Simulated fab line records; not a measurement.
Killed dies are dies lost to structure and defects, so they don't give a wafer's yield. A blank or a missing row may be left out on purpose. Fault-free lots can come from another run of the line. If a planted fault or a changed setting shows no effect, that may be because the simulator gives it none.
fab line records    flow nand-harc
[record] lots = 24  wafers = 72  last-day = 25
route steps=1159 shown P_M1@295 P_M2@345 P_BONDPAD@379 A_START@389
lots untouched by any fault: they come from a run of this same line in which no faults occurred
start-h: hours from the record's first day to the start of the lot's first wafer shown    wait-h: time in hours since the lot's previous step    " unchanged from the row above    L1.1+2: one row covering several wafers at once    - either no value or no given start    * or withheld: withheld    < > ~ a bound
route shown NAME@n: names a module that has steps shown in the file, with the first one's number in the route    usual: mean/standard deviation taken from wafers without a fault    same: alike in all rows    chamber/n: place in a boat    sites: the reading at each site    _std_site: standard deviation across them    _edge_site: mean of outer sites minus mean of inner sites    radius-mm: for every site, how far away it sits from the centre of the wafer    mask NAME#n: copy n    behind: the last tool/chamber to shape the wafer    hold: what put the lot on hold/how long, in hours/how the hold closed    device: which transistor (n, p or np) failed to switch    end of line: the tests these same wafers got at the end of their route    for a step that has no rows: nothing shown but its recipe    killed: the dies lost at the first sort to structure and to defects; this is not the yield of the wafer    map: per-die view of a wafer (x killed, . not killed, _ where there is no die)
set.NAME: the setting that was run; set.NAME@STEP: the one run at that earlier step    model.NAME: the simulator's own value behind a step, which no gauge read
route steps across a sampled set of lots; one table per step, one row per wafer
services: when a tool's chamber went out of use (start-h, in hours from the record's first day, below 0 if earlier), for how many hours, and the reason
[[steps]]
[step NHARC_P_M1_CD_MEAS_09]
[recipe] target-cd-nm = 130  landing-energy-ev = 500
[usual] cd-nm = 130.3/0.73
lot.wafer  tool       chamber  start-h  wait-h  cd-nm
L074.2     cd-sem-03  0        120.28   -       130.3
L074.3     "          0        "        "       129.4
L074.5     "          0        "        "       130.0
L075.2     cd-sem-02  0        134.08   -       129.9
L075.3     "          0        "        "       130.8
L075.4     "          0        "        "       129.3
L077.2     cd-sem-01  0        136.09   -       130.0
L077.3     "          0        "        "       130.4
L077.6     "          0        "        "       130.0
L076.1     cd-sem-02  0        136.28   -       131.0
L076.3     "          0        "        "       131.0
L076.6     "          0        "        "       130.8
L078.1     cd-sem-01  0        145.99   -       130.2
L078.3     "          0        "        "       129.4
L078.5     "          0        "        "       129.7
L079.1     cd-sem-03  0        158.55   -       131.3
L079.5     "          0        "        "       131.0
L079.6     "          0        "        "       131.3
L080.4     cd-sem-02  0        163.61   -       131.1
L080.5     "          0        "        "       129.7
L080.6     "          0        "        "       131.3
L081.3     cd-sem-02  0        163.96   -       130.8
L081.4     "          0        "        "       130.4
L081.6     "          0        "        "       130.1
L082.1     cd-sem-01  0        168.43   -       131.1
L082.4     "          0        "        "       130.0
L082.5     "          0        "        "       131.0
L084.3     cd-sem-03  0        173.60   -       129.9
L084.4     "          0        "        "       130.1
L084.6     "          0        "        "       130.6
L083.1     cd-sem-02  0        177.49   -       131.4
L083.2     "          0        "        "       130.8
L083.6     "          0        "        "       131.8
L086.2     cd-sem-03  0        198.73   -       130.2
L086.3     "          0        "        "       130.8
L086.5     "          0        "        "       130.3
L087.4     cd-sem-01  0        199.86   -       129.8
L087.5     "          0        "        "       130.6
L087.6     "          0        "        "       128.6
L085.2     cd-sem-01  0        199.96   -       130.5
L085.3     "          0        "        "       130.7
L085.6     "          0        "        "       130.1
L088.2     cd-sem-01  0        209.51   -       129.0
L088.4     "          0        "        "       129.8
L088.5     "          0        "        "       128.8
L089.1     cd-sem-02  0        215.51   -       130.0
L089.3     "          0        "        "       130.4
L089.4     "          0        "        "       130.3
L091.4     cd-sem-01  0        221.14   -       129.2
L091.5     "          0        "        "       130.2
L091.6     "          0        "        "       129.3
L090.3     cd-sem-02  0        222.72   -       131.2
L090.5     "          0        "        "       130.2
L090.6     "          0        "        "       132.0
L092.3     cd-sem-02  0        227.60   -       129.5
L092.4     "          0        "        "       130.2
L092.6     "          0        "        "       129.2
L094.4     cd-sem-03  0        233.03   -       130.8
L094.5     "          0        "        "       130.9
L094.6     "          0        "        "       131.2
L093.1     cd-sem-03  0        234.78   -       130.3
L093.3     "          0        "        "       129.1
L093.4     "          0        "        "       130.4
L095.1     cd-sem-01  0        245.14   -       130.4
L095.5     "          0        "        "       130.3
L095.6     "          0        "        "       130.4
L097.1     cd-sem-02  0        259.31   -       131.6
L097.3     "          0        "        "       131.1
L097.6     "          0        "        "       131.7
L096.1     cd-sem-01  0        259.93   -       130.6
L096.2     "          0        "        "       129.6
L096.4     "          0        "        "       130.0
[step NHARC_P_M1_STRIP_18]
[recipe] power-w = 1000  n2-flow-sccm = 150  h2-flow-sccm = 150  ar-flow-sccm = 0  bias-w = 0  chemistry = N2/H2
[usual] drypump-motor-current-A = 5.7/0.41  oes-product-au = 0.993/0.012  rf-vpp-V = 90.5/0.96  showerhead-plenum-p-Torr = 1.99/0.09  throttle-valve-pct = 14.171/0.0091
lot.wafer  tool         chamber  start-h  wait-h  drypump-motor-current-A  oes-product-au  rf-hours-counter-h  rf-vpp-V  showerhead-plenum-p-Torr  throttle-valve-pct
L074.2     rie-diel-02  0        120.90   0.1     5.7                      0.998           8                   89.0      1.91                      14.178
L074.3     "            1        "        "       5.2                      1.005           8                   90.4      1.91                      14.165
L074.5     "            3        "        "       5.1                      0.971           -                   90.2      1.90                      14.177
L075.3     rie-diel-07  0        134.64   0.1     5.6                      0.999           4                   91.1      2.06                      14.169
L075.2     "            1        "        "       5.5                      0.997           6                   91.9      2.03                      14.167
L075.4     "            3        "        "       5.5                      0.994           7                   92.0      2.17                      14.165
L077.3     rie-diel-05  2        136.65   0.1     5.7                      0.992           3                   90.5      1.99                      14.167
L077.2     "            1        "        "       6.0                      0.988           3                   91.1      2.07                      14.186
L077.6     "            3        "        "       5.6                      0.990           -                   88.5      1.93                      14.169
L076.1     rie-diel-02  2        136.85   0.1     6.5                      0.980           9                   91.1      1.95                      14.159
L076.3     "            1        "        "       5.2                      1.007           9                   90.4      1.91                      14.163
L076.6     "            2        "        "       6.5                      0.987           -                   90.3      1.95                      14.172
L078.3     rie-diel-02  3        146.60   0.1     5.1                      0.975           9                   89.9      1.90                      14.168
L078.1     "            2        "        "       6.4                      0.986           10                  91.8      1.95                      14.157
L078.5     "            3        "        "       5.1                      0.967           -                   89.3      1.90                      14.162
L079.1     rie-diel-05  0        159.12   0.1     5.5                      0.977           4                   90.5      2.17                      14.170
L079.5     "            0        "        "       5.5                      0.982           -                   91.0      2.17                      14.176
L079.6     "            1        "        "       6.0                      0.982           -                   90.5      2.07                      14.167
L080.4     rie-diel-02  3        164.18   0.1     5.1                      0.976           0                   90.4      1.90                      14.187
L080.5     "            3        "        "       5.1                      0.981           -                   90.2      1.90                      14.167
L080.6     "            0        "        "       5.7                      0.992           -                   89.3      1.91                      14.172
L081.4     rie-diel-07  1        164.52   0.1     5.5                      1.008           10                  90.9      2.03                      14.178
L081.3     "            3        "        "       5.5                      0.987           10                  93.4      2.17                      14.169
L081.6     "            2        "        "       6.4                      1.009           -                   89.9      1.99                      14.185
L082.1     rie-diel-07  1        169.04   0.1     5.5                      0.994           10                  91.0      2.03                      14.161
L082.4     "            2        "        "       6.4                      1.013           11                  91.9      1.99                      14.178
L082.5     "            0        "        "       5.7                      0.996           -                   91.0      2.06                      14.165
L084.4     rie-diel-05  1        174.19   0.1     5.9                      0.996           0                   91.5      2.07                      14.168
L084.3     "            2        "        "       5.7                      1.009           0                   91.8      1.99                      14.177
L084.6     "            1        "        "       6.0                      1.004           -                   91.3      2.07                      14.179
L083.1     rie-diel-02  3        178.11   0.1     5.1                      0.981           1                   90.2      1.90                      14.172
L083.2     "            0        "        "       5.7                      1.007           0                   89.9      1.91                      14.175
L083.6     "            1        "        "       5.2                      0.994           -                   89.7      1.91                      14.168
L086.3     rie-diel-02  0        199.30   0.1     5.7                      0.997           2                   90.6      1.91                      14.179
L086.2     "            1        "        "       5.2                      1.002           1                   88.6      1.91                      14.179
L086.5     "            1        "        "       5.2                      1.002           -                   89.1      1.91                      14.173
L087.4     rie-diel-02  1        200.46   0.1     5.2                      0.986           2                   90.6      1.91                      14.171
L087.5     "            0        "        "       5.7                      0.983           -                   90.0      1.91                      14.168
L087.6     "            1        "        "       5.2                      0.981           -                   89.9      1.91                      14.182
L085.3     rie-diel-05  2        200.52   0.1     5.7                      1.006           0                   91.4      1.99                      14.159
L085.2     "            0        "        "       5.5                      0.993           0                   91.0      2.17                      14.173
L085.6     "            3        "        "       5.6                      1.001           -                   89.9      1.93                      14.172
L088.4     rie-diel-07  1        210.10   0.1     5.5                      1.002           13                  90.2      2.03                      14.169
L088.2     "            2        "        "       6.5                      1.021           12                  89.4      1.99                      14.164
L088.5     "            0        "        "       5.7                      0.992           -                   89.5      2.06                      14.175
L089.3     rie-diel-05  3        216.10   0.1     5.6                      0.985           1                   89.9      1.93                      14.165
L089.4     "            0        "        "       5.5                      0.981           1                   90.7      2.17                      14.168
L089.1     "            1        "        "       5.9                      0.986           1                   90.7      2.07                      14.169
L091.4     rie-diel-05  0        221.93   0.1     5.4                      0.984           1                   90.6      2.17                      14.171
L091.5     "            1        "        "       6.0                      0.995           -                   90.3      2.07                      14.198
L091.6     "            2        "        "       5.7                      0.995           -                   90.3      1.99                      14.157
L090.3     rie-diel-07  3        223.42   0.2     5.5                      0.984           14                  91.7      2.17                      14.164
L090.5     "            0        "        "       5.7                      0.984           -                   90.4      2.05                      14.186
L090.6     "            3        "        "       5.5                      0.986           -                   91.6      2.17                      14.152
L092.3     rie-diel-02  3        228.24   0.1     5.1                      0.989           4                   89.0      1.90                      14.176
L092.4     "            0        "        "       5.7                      0.993           -                   89.4      1.91                      14.171
L092.6     "            2        "        "       6.5                      1.003           -                   89.1      1.95                      14.174
L094.4     rie-diel-02  0        233.65   0.1     5.7                      0.995           4                   89.1      1.91                      14.165
L094.6     "            2        "        "       6.5                      0.993           -                   89.6      1.95                      14.170
L094.5     "            3        "        "       5.1                      0.986           -                   91.2      1.90                      14.166
L093.3     rie-diel-05  1        235.36   0.1     6.0                      0.994           1                   90.3      2.07                      14.173
L093.1     "            2        "        "       5.7                      0.991           2                   90.4      1.99                      14.166
L093.4     "            3        "        "       5.6                      1.002           1                   90.5      1.93                      14.164
L095.1     rie-diel-02  3        245.83   0.1     5.1                      0.982           5                   89.5      1.90                      14.170
L095.5     "            0        "        "       5.7                      0.976           -                   89.8      1.91                      14.188
L095.6     "            2        "        "       6.5                      1.006           -                   88.6      1.95                      14.172
L097.3     rie-diel-05  1        259.91   0.1     5.9                      1.001           2                   90.0      2.07                      14.160
L097.1     "            3        "        "       5.6                      0.984           2                   91.2      1.93                      14.173
L097.6     "            0        "        "       5.5                      0.988           -                   90.8      2.17                      14.183
L096.2     rie-diel-05  3        260.50   0.1     5.6                      0.974           2                   91.1      1.93                      14.160
L096.4     "            0        "        "       5.5                      0.982           2                   90.7      2.17                      14.177
L096.1     "            1        "        "       5.9                      1.005           2                   91.1      2.07                      14.174
[step NHARC_P_M1_PRE_CLEAN_32]
[recipe] time-s = 12  temp-c = 370  rf-power-w = 300  gas = NH3
[usual] heater-power-w = 659/68
[same] time-s = 12
lot.wafer  tool      chamber  start-h  wait-h  heater-power-w
L074.2     pecvd-02  2        123.10   0.1     724
L074.3     "         0        "        "       604
L074.5     "         2        "        "       733
L075.2     pecvd-02  0        136.90   0.1     568
L075.3     "         1        "        "       590
L075.4     "         0        "        "       560
L077.3     pecvd-02  2        138.95   0.1     745
L077.2     "         0        "        "       651
L077.6     "         0        "        "       639
L076.3     pecvd-03  2        139.10   0.1     701
L076.1     "         0        "        "       684
L076.6     "         2        "        "       698
L078.3     pecvd-02  0        148.88   0.1     636
L078.1     "         2        "        "       665
L078.5     "         0        "        "       613
L079.1     pecvd-03  2        161.43   0.1     603
L079.6     "         1        "        "       715
L079.5     "         2        "        "       603
L080.6     pecvd-03  1        166.47   0.1     696
L080.5     "         2        "        "       670
L080.4     "         0        "        "       757
L081.3     pecvd-02  0        166.86   0.1     599
L081.6     "         1        "        "       572
L081.4     "         2        "        "       738
L082.1     pecvd-02  0        171.27   0.1     549
L082.4     "         0        "        "       550
L082.5     "         1        "        "       522
L084.3     pecvd-02  0        176.47   0.1     526
L084.4     "         1        "        "       644
L084.6     "         2        "        "       806
L083.1     pecvd-02  1        180.32   0.1     588
L083.2     "         2        "        "       763
L083.6     "         1        "        "       588
L086.2     pecvd-03  0        201.60   0.1     731
L086.3     "         1        "        "       662
L086.5     "         2        "        "       702
L087.6     pecvd-03  1        202.77   0.1     720
L087.5     "         2        "        "       731
L087.4     "         0        "        "       690
L085.3     pecvd-02  0        203.05   0.1     622
L085.2     "         1        "        "       532
L085.6     "         2        "        "       751
L088.2     pecvd-03  1        212.51   0.1     750
L088.5     "         1        "        "       764
L088.4     "         0        "        "       735
L089.3     pecvd-03  1        218.45   0.2     742
L089.1     "         2        "        "       729
L089.4     "         1        "        "       734
L091.6     pecvd-02  1        224.16   0.1     575
L091.4     "         2        "        "       777
L091.5     "         0        "        "       587
L090.3     pecvd-01  0        225.77   0.1     652
L090.6     "         1        "        "       676
L090.5     "         2        "        "       658
L092.3     pecvd-02  2        230.65   0.2     764
L092.4     "         1        "        "       612
L092.6     "         2        "        "       756
L094.6     pecvd-02  2        236.00   0.1     747
L094.4     "         0        "        "       626
L094.5     "         1        "        "       639
L093.1     pecvd-03  1        237.63   0.1     623
L093.3     "         2        "        "       674
L093.4     "         2        "        "       680
L095.1     pecvd-03  2        248.82   0.1     687
L095.6     "         1        "        "       659
L095.5     "         0        "        "       723
L097.1     pecvd-01  2        262.18   0.1     595
L097.3     "         0        "        "       605
L097.6     "         1        "        "       610
L096.2     pecvd-01  1        262.84   0.1     663
L096.1     "         2        "        "       589
L096.4     "         0        "        "       634
[step NHARC_P_M2_THK_MEAS_24]
[recipe] thk-meas-gauge = xrf
[usual] thk-nm = 144.2/1.5
lot.wafer  tool           chamber  start-h  wait-h  thk-nm
L074.2     film-metro-02  -        127.19   -       142.5
L074.3     "              -        "        "       144.3
L074.5     "              -        "        "       142.2
L075.2     film-metro-01  -        141.27   -       144.7
L075.3     "              -        "        "       142.7
L075.4     "              -        "        "       144.3
L076.1     film-metro-01  -        142.97   -       145.0
L076.3     "              -        "        "       146.6
L076.6     "              -        "        "       144.5
L077.2     film-metro-02  -        143.03   -       143.5
L077.3     "              -        "        "       143.4
L077.6     "              -        "        "       145.8
L078.1     film-metro-02  -        152.71   -       144.2
L078.3     "              -        "        "       145.0
L078.5     "              -        "        "       144.5
L079.1     film-metro-02  -        165.41   -       144.6
L079.5     "              -        "        "       143.3
L079.6     "              -        "        "       146.5
L080.4     film-metro-01  -        170.35   -       144.2
L080.5     "              -        "        "       143.0
L080.6     "              -        "        "       143.7
L081.3     film-metro-01  -        170.80   -       145.6
L081.4     "              -        "        "       143.6
L081.6     "              -        "        "       142.0
L082.1     film-metro-02  -        175.18   -       141.1
L082.4     "              -        "        "       144.4
L082.5     "              -        "        "       143.1
L084.3     film-metro-02  -        180.40   -       143.6
L084.4     "              -        "        "       143.9
L084.6     "              -        "        "       144.1
L083.1     film-metro-01  -        184.21   -       145.5
L083.2     "              -        "        "       144.0
L083.6     "              -        "        "       142.9
L086.2     film-metro-01  -        205.61   -       143.8
L086.3     "              -        "        "       141.1
L086.5     "              -        "        "       143.3
L087.4     film-metro-02  -        206.87   -       142.8
L087.5     "              -        "        "       144.0
L087.6     "              -        "        "       142.3
L085.2     film-metro-02  -        207.19   -       143.6
L085.3     "              -        "        "       145.1
L085.6     "              -        "        "       146.7
L088.2     film-metro-02  -        216.50   -       146.2
L088.4     "              -        "        "       145.0
L088.5     "              -        "        "       144.3
L089.1     film-metro-01  -        222.49   -       147.1
L089.3     "              -        "        "       145.7
L089.4     "              -        "        "       143.9
L091.4     film-metro-02  -        228.10   -       142.0
L091.5     "              -        "        "       145.4
L091.6     "              -        "        "       143.8
L090.3     film-metro-01  -        229.72   -       143.7
L090.5     "              -        "        "       143.5
L090.6     "              -        "        "       145.8
L092.3     film-metro-02  -        234.51   -       143.5
L092.4     "              -        "        "       144.9
L092.6     "              -        "        "       145.7
L094.4     film-metro-01  -        239.97   -       145.6
L094.5     "              -        "        "       142.8
L094.6     "              -        "        "       145.2
L093.1     film-metro-02  -        241.57   -       145.0
L093.3     "              -        "        "       144.5
L093.4     "              -        "        "       145.8
L095.1     film-metro-02  -        252.70   -       145.7
L095.5     "              -        "        "       145.6
L095.6     "              -        "        "       145.3
L097.1     film-metro-02  -        265.97   -       143.2
L097.3     "              -        "        "       144.7
L097.6     "              -        "        "       144.9
L096.1     film-metro-01  -        266.75   -       144.7
L096.2     "              -        "        "       144.7
L096.4     "              -        "        "       143.9
[step NHARC_P_BONDPAD_ANNEAL_28]
[recipe] temp-c = 225  time-s = 90
[usual] anneal-temp-c-max = 225.89/0.2  wafer_temp_C_max = 226.0/0.39
[same] time-s = 90
lot.wafer  tool           chamber  start-h  wait-h  anneal-temp-c-max  wafer_temp_C_max
L074.2     rtp-anneal-02  0        131.00   -       226.24             225.7
L074.3     "              0        "        "       225.98             226.1
L074.5     "              0        "        "       225.84             225.8
L075.2     rtp-anneal-01  0        145.21   -       225.87             226.3
L075.3     "              0        "        "       225.90             226.5
L075.4     "              0        "        "       225.88             226.2
L076.1     rtp-anneal-02  0        147.23   -       226.12             225.8
L076.3     "              0        "        "       225.86             225.7
L076.6     "              0        "        "       226.18             225.9
L077.2     rtp-anneal-01  0        147.75   0.5     225.68             226.6
L077.3     "              0        "        "       225.69             226.3
L077.6     "              0        "        "       225.82             227.0
L078.1     rtp-anneal-01  0        156.78   -       226.19             226.6
L078.3     "              0        "        "       225.67             226.2
L078.5     "              0        "        "       226.07             226.0
L079.1     rtp-anneal-02  0        169.09   0.3     225.96             225.9
L079.5     "              0        "        "       226.13             226.1
L079.6     "              0        "        "       225.86             226.3
L080.4     rtp-anneal-02  0        174.36   0.3     225.87             225.5
L080.5     "              0        "        "       225.92             225.6
L080.6     "              0        "        "       226.17             226.0
L081.3     rtp-anneal-02  0        174.66   -       226.15             225.7
L081.4     "              0        "        "       226.14             225.3
L081.6     "              0        "        "       225.80             225.8
L082.1     rtp-anneal-01  0        179.02   -       225.57             226.5
L082.4     "              0        "        "       225.64             226.0
L082.5     "              0        "        "       226.20             226.3
L084.3     rtp-anneal-02  0        184.35   0.3     226.06             225.6
L084.4     "              0        "        "       225.70             225.8
L084.6     "              0        "        "       225.75             225.6
L083.1     rtp-anneal-02  0        188.05   0.3     225.51             225.5
L083.2     "              0        "        "       225.77             226.2
L083.6     "              0        "        "       225.78             225.9
L086.2     rtp-anneal-02  0        209.45   0.3     225.53             225.4
L086.3     "              0        "        "       225.60             225.7
L086.5     "              0        "        "       225.79             225.6
L087.4     rtp-anneal-02  0        211.63   -       225.65             225.6
L087.5     "              0        "        "       225.87             225.7
L087.6     "              0        "        "       225.63             226.1
L085.2     rtp-anneal-02  0        211.84   -       225.93             225.7
L085.3     "              0        "        "       225.85             225.9
L085.6     "              0        "        "       225.82             225.5
L088.2     rtp-anneal-02  0        220.36   -       225.85             225.6
L088.4     "              0        "        "       226.00             225.8
L088.5     "              0        "        "       225.49             226.0
L089.1     rtp-anneal-01  0        226.52   0.3     225.89             226.2
L089.3     "              0        "        "       225.79             226.4
L089.4     "              0        "        "       226.01             226.5
L091.4     rtp-anneal-01  0        232.20   -       225.90             226.5
L091.5     "              0        "        "       225.71             225.9
L091.6     "              0        "        "       225.86             226.0
L090.3     rtp-anneal-02  0        233.60   -       226.07             226.3
L090.5     "              0        "        "       225.83             225.6
L090.6     "              0        "        "       225.81             225.7
L092.3     rtp-anneal-02  0        238.57   0.3     226.00             226.2
L092.4     "              0        "        "       226.02             225.7
L092.6     "              0        "        "       226.18             225.5
L094.4     rtp-anneal-01  0        243.86   -       226.02             226.2
L094.5     "              0        "        "       225.98             226.2
L094.6     "              0        "        "       226.13             226.9
L093.1     rtp-anneal-02  0        245.47   0.3     225.77             225.5
L093.3     "              0        "        "       226.02             225.7
L093.4     "              0        "        "       226.01             226.0
L095.1     rtp-anneal-01  0        256.45   0.3     226.04             226.5
L095.5     "              0        "        "       226.00             226.3
L095.6     "              0        "        "       226.05             226.4
L097.1     rtp-anneal-02  0        269.80   0.3     225.64             225.6
L097.3     "              0        "        "       226.38             225.7
L097.6     "              0        "        "       225.93             225.9
L096.1     rtp-anneal-02  0        270.95   0.3     225.75             225.5
L096.2     "              0        "        "       225.51             225.8
L096.4     "              0        "        "       225.86             225.8
[step NHARC_A_START_INSPECT_01]
[usual] raw-defect-count = 3.6/1.8
lot.wafer  tool               chamber  start-h  wait-h  raw-defect-count
L074.2     defect-inspect-02  -        132.29   -       6
L074.3     "                  -        "        "       5
L074.5     "                  -        "        "       2
L075.2     defect-inspect-01  -        146.63   -       4
L075.3     "                  -        "        "       4
L075.4     "                  -        "        "       3
L076.1     defect-inspect-02  -        148.59   -       3
L076.3     "                  -        "        "       3
L076.6     "                  -        "        "       2
L077.2     defect-inspect-01  -        149.03   -       6
L077.3     "                  -        "        "       4
L077.6     "                  -        "        "       6
L078.1     defect-inspect-01  -        158.12   -       3
L078.3     "                  -        "        "       8
L078.5     "                  -        "        "       5
L079.1     defect-inspect-01  -        170.44   -       1
L079.5     "                  -        "        "       4
L079.6     "                  -        "        "       6
L080.4     defect-inspect-02  -        175.55   -       2
L080.5     "                  -        "        "       2
L080.6     "                  -        "        "       2
L081.3     defect-inspect-02  -        175.89   -       5
L081.4     "                  -        "        "       3
L081.6     "                  -        "        "       5
L082.1     defect-inspect-02  -        180.37   -       7
L082.4     "                  -        "        "       6
L082.5     "                  -        "        "       5
L084.3     defect-inspect-02  -        185.63   -       4
L084.4     "                  -        "        "       6
L084.6     "                  -        "        "       2
L083.1     defect-inspect-01  -        189.39   -       5
L083.2     "                  -        "        "       4
L083.6     "                  -        "        "       8
L086.2     defect-inspect-01  -        210.74   -       3
L086.3     "                  -        "        "       3
L086.5     "                  -        "        "       2
L087.4     defect-inspect-02  -        212.84   -       3
L087.5     "                  -        "        "       3
L087.6     "                  -        "        "       2
L085.2     defect-inspect-01  -        213.17   -       3
L085.3     "                  -        "        "       5
L085.6     "                  -        "        "       4
L088.2     defect-inspect-02  -        221.69   -       2
L088.4     "                  -        "        "       5
L088.5     "                  -        "        "       3
L089.1     defect-inspect-01  -        227.89   -       1
L089.3     "                  -        "        "       1
L089.4     "                  -        "        "       3
L091.4     defect-inspect-02  -        233.44   -       1
L091.5     "                  -        "        "       4
L091.6     "                  -        "        "       2
L090.3     defect-inspect-02  -        234.86   -       5
L090.5     "                  -        "        "       2
L090.6     "                  -        "        "       6
L092.3     defect-inspect-02  -        239.85   -       8
L092.4     "                  -        "        "       6
L092.6     "                  -        "        "       5
L094.4     defect-inspect-02  -        245.09   -       4
L094.5     "                  -        "        "       1
L094.6     "                  -        "        "       8
L093.1     defect-inspect-01  -        246.83   -       4
L093.3     "                  -        "        "       1
L093.4     "                  -        "        "       5
L095.1     defect-inspect-02  -        257.81   -       3
L095.5     "                  -        "        "       4
L095.6     "                  -        "        "       3
L097.1     defect-inspect-01  -        271.18   -       3
L097.3     "                  -        "        "       4
L097.6     "                  -        "        "       1
L096.1     defect-inspect-02  -        272.35   -       3
L096.2     "                  -        "        "       3
L096.4     "                  -        "        "       7
[[services]]
tool         chamber  start-h  hours  kind
rie-diel-07  0        106.04   4.7    repair
pecvd-03     -        111.23   13.0   pm
rie-diel-02  3        127.21   4.0    repair
pecvd-01     2        136.79   23.4   repair
pecvd-03     1        140.82   4.3    repair
rie-diel-02  -        150.70   9.0    pm
pecvd-02     -        153.07   13.0   pm
pecvd-02     0        153.07   13.0   vent-cycle
pecvd-02     1        153.07   13.0   vent-cycle
pecvd-02     2        153.07   13.0   vent-cycle
rie-diel-07  -        159.59   0.2    repair
rie-diel-05  -        163.60   9.0    pm
pecvd-01     -        177.81   1.9    repair
rie-diel-02  1        181.34   9.4    repair
rie-diel-05  3        204.12   4.6    repair
rie-diel-07  1        220.01   5.2    repair
rie-diel-02  1        220.25   10.4   repair
rie-diel-07  -        228.20   9.0    pm
rie-diel-02  1        236.55   9.9    repair
pecvd-01     -        237.20   13.0   pm
rie-diel-07  2        245.97   3.8    repair
rie-diel-02  1        251.87   4.1    repair
rie-diel-02  -        257.21   0.9    repair
rie-diel-05  0        269.87   11.5   repair
[[key]]
fault none
